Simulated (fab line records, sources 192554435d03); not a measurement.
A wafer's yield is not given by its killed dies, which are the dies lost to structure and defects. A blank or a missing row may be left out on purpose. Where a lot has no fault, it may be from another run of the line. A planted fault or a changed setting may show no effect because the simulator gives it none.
Split-lot experiment ; flow n5-finfet ; 21 wafers read across 7 lots, on a route 1938 steps long

== SPLIT DETAILS ==
At N5_BEOL_M7_ETCH_61 (etches SiARC in CF4, target depth 45.5 nm, time 75.8 s), the setting source-w was moved away from the recipe's 545 W on 6 of the 21 wafers read, by -16.4% to +16.0%. This setting was run at the recipe's value on the other wafers.

The reading is taken at the split's own step.

== THE READING ==
rf-vpp-V, in V, at N5_BEOL_M7_ETCH_61 (etches SiARC in CF4, target depth 45.5 nm, time 75.8 s). On this fab line, fault-free wafers typically give 184.0 V with a standard deviation of 1.3 V.

wafer;tool, chamber at the split;source-w as run, W;against the recipe;rf-vpp-V, V;against lot-mates on the recipe
L074.4;rie-diel-02, 2;545;recipe;182.1;-
L074.5;rie-diel-02, 2;545;recipe;183.1;-
L074.6;rie-diel-02, 1;545;recipe;183.2;-
L080.1;rie-diel-06, 3;545;recipe;184.1;-
L080.3;rie-diel-06, 2;455.6;-16.4%;196.4;+12.3
L080.4;rie-diel-06, 2;455.6;-16.4%;194.7;+10.6
L082.1;rie-diel-03, 2;510.1;-6.4%;189.4;+5.0
L082.4;rie-diel-03, 0;545;recipe;184.4;-
L082.5;rie-diel-03, 0;510.1;-6.4%;187.8;+3.4
L088.1;rie-diel-06, 0;545;recipe;184.5;-
L088.3;rie-diel-06, 3;503.1;-7.7%;189.0;+4.7
L088.5;rie-diel-06, 2;545;recipe;184.2;-
L090.2;rie-diel-02, 0;545;recipe;185.0;-
L090.5;rie-diel-02, 0;545;recipe;183.3;-
L090.6;rie-diel-02, 1;632.3;+16.0%;174.1;-10.1
L096.2;rie-diel-02, 2;545;recipe;182.1;-
L096.5;rie-diel-02, 0;545;recipe;183.5;-
L096.6;rie-diel-02, 3;545;recipe;184.1;-
L095.2;rie-diel-02, 1;545;recipe;183.5;-
L095.3;rie-diel-02, 3;545;recipe;184.2;-
L095.5;rie-diel-02, 1;545;recipe;183.8;-

THE FIT
A straight line over all 21 wafers: rf-vpp-V changes by -0.684 V for each +1% of source-w; r = -0.98; the points scatter about the line by 0.89 V.
The same after taking each lot's own level away (the mean of its wafers on the recipe; 21 wafers): -0.667 V for each +1%; r = -0.99; scatter 0.67 V.
According to that fit, moving source-w by its largest amount changes the reading by 11 V.
From 182.80 to 184.40 V: that is the span of the lots' own levels, equal to 1.2 times the standard deviation above.
The two slopes are in agreement: the lot-to-lot level therefore moves the slope only a little.
Check: with one of the wafers moved furthest among these (-16.4%) left out of the fit, the line predicts +10.4 V for it against its lot-mates. It came out at +12.3 V against them.
Tool readings at the split's step, against how far the setting was moved: etch-rf-on-time-s r = -0.86; rf-vpp-V r = -0.98.

== FURTHER SPLITS ON THESE WAFERS ==
Other splits were also applied to these wafers ahead of the reading. Each is held against what the fit with the lots' levels taken away leaves over:
other split on the same wafers;wafers away from the commonest value;r with rf-vpp-V (lot level and that fit taken away)
N5_MOL_CONTACT_COAG_COAT_02 spin-rpm;10;+0.42
N5_MOL_CONTACT_COAG_ETCH_105 bias-w;9;-0.14
N5_BEOL_M0_ETCH_128 source-w;5;+0.28
N5_BEOL_M3_ILD_DEP_00 time-s;6;+0.24
N5_BEOL_M3_TRENCH_ETCH_37 bias-w;7;-0.17
N5_BEOL_M3_ETCH_41 target-depth-a;12;-0.02
N5_BEOL_M4_DESCUM_33 time-s;12;-0.13
N5_BEOL_M5_TRENCH_ETCH_37 source-w;6;-0.44

== THE WHOLE CHAIN: every reading that the file lists as answering this split, in the file's order ==
step;what it does;reading;change (the file's fit);r (the file's)
N5_BEOL_M7_ETCH_61;etches SiARC in CF4, target depth 45.5 nm, time 75.8 s;etch-rf-on-time-s;withheld for each +1% of the setting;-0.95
N5_BEOL_M7_ETCH_61;etches SiARC in CF4, target depth 45.5 nm, time 75.8 s;rf-vpp-V;-0.657 V for each +1% of the setting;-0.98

== THE FILE'S OWN FIT ==
rf-vpp-V changes by -0.657 V for each +1% of source-w, r = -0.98.
